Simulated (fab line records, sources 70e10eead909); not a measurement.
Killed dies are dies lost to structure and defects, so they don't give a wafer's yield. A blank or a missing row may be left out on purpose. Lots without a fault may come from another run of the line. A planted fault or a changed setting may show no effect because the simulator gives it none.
A struck lot beside a sound one | flow nand_harc | 44 steps out of a route of 1302
Sound: wafers L659.2, L659.4, L659.5. Struck: wafers L667.1, L667.4, L667.6. The cause comes at the end.
At each step with rows: each side's tool, then ch and its chambers, then its first start. Under that, the readings that differ: sound wafers | struck wafers | difference of the means | sigmas: that difference in standard deviations of wafers without a fault.
alike: readings whose means differ by less than 2 such deviations, and words and numbers that are the same on both sides. not compared: withheld readings, readings that some wafer has no value for, bounds like >300 that may hide the same value, and numbers for which the record gives no deviation and whose values overlap.
The two part at a step that has a row with sigmas, a row that says differs or no value, or rows on one side only. Numbers that don't overlap but have no deviation are shown without sigmas and don't part them. A reading that every wafer of one side lacks parts them only if that side has two wafers or more.

first, 2 steps without rows for these wafers: NHARC_A_STAIRCASE_CMP_472 (polishes SiO2); NHARC_A_STAIRCASE_SRD_474.
NHARC_A_STAIRCASE_INSPECT_155:
  sound on defect_inspect-01, day 23 06:51; struck on defect_inspect-01, day 27 00:02
  reading          | sound       | struck      | difference | sigmas
  raw_defect_count | 865 459 578 | 324 438 348 | -264       | -2
then, 8 steps without rows for these wafers: NHARC_A_SGD_CUT_DEP_00 (deposits SiNx, target thk 50 nm); NHARC_A_SGD_CUT_DEHYDRATE_01 (time 120 s); NHARC_A_SGD_CUT_HMDS_02 (time 30 s); NHARC_A_SGD_CUT_COAT_56 (time 75 s); NHARC_A_SGD_CUT_COAT_57 (time 65 s); NHARC_A_SGD_CUT_COAT_03 (resist thk 90 nm); NHARC_A_SGD_CUT_SOFTBAKE_04 (time 55 s); NHARC_A_SGD_CUT_EBR_05.
NHARC_A_SGD_CUT_EXPOSE_06: exposes mask SGD.
  sound on arfi_scanner-03 ch 0, day 23 07:31; struck on arfi_scanner-02 ch 0, day 27 00:41
  reading              | sound             | struck               | difference | sigmas
  exposure_dose_mJ_cm2 | 85.63 85.63 85.70 | 111.08 110.92 111.00 | +25.35     | +99 or more
  alike: mask
then, 2 steps without rows for these wafers: NHARC_A_SGD_CUT_PEB_07 (peb time 65 s); NHARC_A_SGD_CUT_DEVELOP_08 (develop time 35 s).
NHARC_A_SGD_CUT_CD_MEAS_09: target cd 100 nm.
  sound on cd_sem-01 ch 0, day 23 07:39; struck on cd_sem-02 ch 0, day 27 00:50
  reading    | sound            | struck            | difference | sigmas
  cd_nm (nm) | 99.7 100.2 100.0 | 120.0 120.3 120.6 | +20.3      | +28
NHARC_A_SGD_CUT_OVL_MEAS_10:
  sound on overlay-01, day 23 07:45; struck on overlay-01, day 27 00:55
  alike: overlay_x_nm, overlay_y_nm
NHARC_A_SGD_CUT_INSPECT_11:
  sound on defect_inspect-02, day 23 07:47; struck on defect_inspect-01, day 27 00:57
  reading          | sound    | struck   | difference | sigmas
  raw_defect_count | 20 16 14 | 99 94 85 | +76        | +2
NHARC_A_SGD_CUT_DESCUM_14: chemistry O2, time 3 s.
  sound on rie_diel-05 ch 0,3, day 23 07:51; struck on rie_diel-07 ch 0,1, day 27 01:01
  alike: drypump_motor_current_A, oes_product_au, rf_vpp_V, showerhead_plenum_p_Torr, throttle_valve_pct
  not compared: rf_hours_counter_h
NHARC_A_SGD_CUT_ETCH_58: etches the open film in CF4, target depth 39 nm, time 65 s.
  sound on rie_diel-05 ch 2,3, day 23 08:05; struck on rie_diel-07 ch 0,1,2, day 27 01:07
  alike: drypump_motor_current_A, oes_product_au, rf_vpp_V, showerhead_plenum_p_Torr, throttle_valve_pct
  not compared: rf_hours_counter_h
then, 2 steps without rows for these wafers: NHARC_A_SGD_CUT_ETCH_59 (etches the open film in N2/H2, target depth 260 nm, time 406.25 s); NHARC_A_SGD_CUT_ETCH_15 (etches the open film in CH3F/O2, target depth 75 nm, time 64.3 s).
NHARC_A_SGD_CUT_ETCH_16: etches the open film in C4F8/O2/Ar, target depth 310.5 nm, time 155.2 s.
  sound on rie_diel-05 ch 2,3; struck on rie_diel-07 ch 0,1,2
  alike: oes_product_au, rf_vpp_V
  not compared: rf_hours_counter_h
then, 7 steps without rows for these wafers: NHARC_A_SGD_CUT_STRIP_60 (strips in C4F8/O2/Ar); NHARC_A_SGD_CUT_STRIP_17 (strips in O2); NHARC_A_SGD_CUT_PRECLEAN_18 (cleans in SC1); NHARC_A_SGD_CUT_SRD_19; NHARC_A_SGD_CUT_DEP_20 (deposits SiO2, target thk 150 nm); NHARC_A_SGD_CUT_ANNEAL_27 (time 1800 s); NHARC_A_SGD_CUT_CMP_21 (polishes, target thk 148.19 nm).
NHARC_A_SGD_CUT_THK_MEAS_22: measures by ellipsometry.
  sound on film_metro-02, day 23 13:55; struck on film_metro-02, day 27 09:02
  alike: thk_nm
then, 2 steps without rows for these wafers: NHARC_A_SGD_CUT_SRD_23; NHARC_A_SGD_CUT_ETCH_26 (etches SiO2 in dHF, target depth 45.8 nm).
NHARC_A_SGD_CUT_ETCHBACK_24: etches the open film in CH3F/O2, target depth 50 nm, time 92.857 s.
  sound on rie_diel-04 ch 0,2,3, day 23 14:11; struck on rie_diel-04 ch 0,1, day 27 09:15
  alike: drypump_motor_current_A, oes_product_au, rf_vpp_V, showerhead_plenum_p_Torr, throttle_valve_pct
  not compared: rf_hours_counter_h
then, 1 step without rows for these wafers: NHARC_A_SGD_CUT_STRIP_28 (strips in O2, time 20 s).
NHARC_A_SGD_CUT_INSPECT_25:
  sound on defect_inspect-02, day 23 14:25; struck on defect_inspect-01, day 27 09:29
  alike: raw_defect_count
then, 2 steps without rows for these wafers: NHARC_A_SLIT_DEP_25 (deposits SiO2, target thk 200 nm); NHARC_A_SLIT_DEP_00 (deposits aC, target thk 6200 nm).
NHARC_A_SLIT_DEP_23: deposits SiON, target thk 100 nm.
  sound on pecvd-02 ch 1,2, day 23 20:22; struck on pecvd-02 ch 0,1,2, day 27 14:12
  alike: heater_power_w
then, 3 steps without rows for these wafers: NHARC_A_SLIT_DEHYDRATE_01 (time 120 s); NHARC_A_SLIT_HMDS_02 (time 30 s); NHARC_A_SLIT_COAT_03 (resist thk 90 nm).
-- the record jumps here: 3 days lie between the struck wafers' starts before and after (it left off in module A_SLIT and takes up again in module A_BLC, whose first step shown is number 1120 of the route) --
NHARC_A_BLC_DESCUM_15: chemistry O2, time 3 s.
  sound on rie_diel-02 ch 0,1,2, day 26 11:59; struck on rie_diel-04 ch 0,2,3, day 30 10:42
  alike: drypump_motor_current_A, oes_product_au, rf_vpp_V, showerhead_plenum_p_Torr, throttle_valve_pct
  not compared: rf_hours_counter_h, model.A_BLC.cd_nm
NHARC_A_BLC_ETCH_17: etches the open film in N2/H2, target depth 390 nm, time 609.38 s.
  sound on rie_diel-02 ch 2,3; struck on rie_diel-04 ch 0,1,3
  alike: drypump_motor_current_A, oes_product_au, rf_vpp_V, showerhead_plenum_p_Torr, throttle_valve_pct
  not compared: rf_hours_counter_h, model.A_BLC.cd_nm
then, 1 step without rows for these wafers: NHARC_END_SORT_01.

WHERE THEY PART
First at NHARC_A_STAIRCASE_INSPECT_155; last, within this record, at NHARC_A_SGD_CUT_INSPECT_11. Later steps at which nothing parts them and some readings are alike: NHARC_A_SGD_CUT_DESCUM_14, NHARC_A_SGD_CUT_ETCH_58, NHARC_A_SGD_CUT_ETCH_16, NHARC_A_SGD_CUT_THK_MEAS_22, NHARC_A_SGD_CUT_ETCHBACK_24, NHARC_A_SGD_CUT_INSPECT_25, NHARC_A_SLIT_DEP_23, NHARC_A_BLC_DESCUM_15, NHARC_A_BLC_ETCH_17.

WHY: what the simulator had put in
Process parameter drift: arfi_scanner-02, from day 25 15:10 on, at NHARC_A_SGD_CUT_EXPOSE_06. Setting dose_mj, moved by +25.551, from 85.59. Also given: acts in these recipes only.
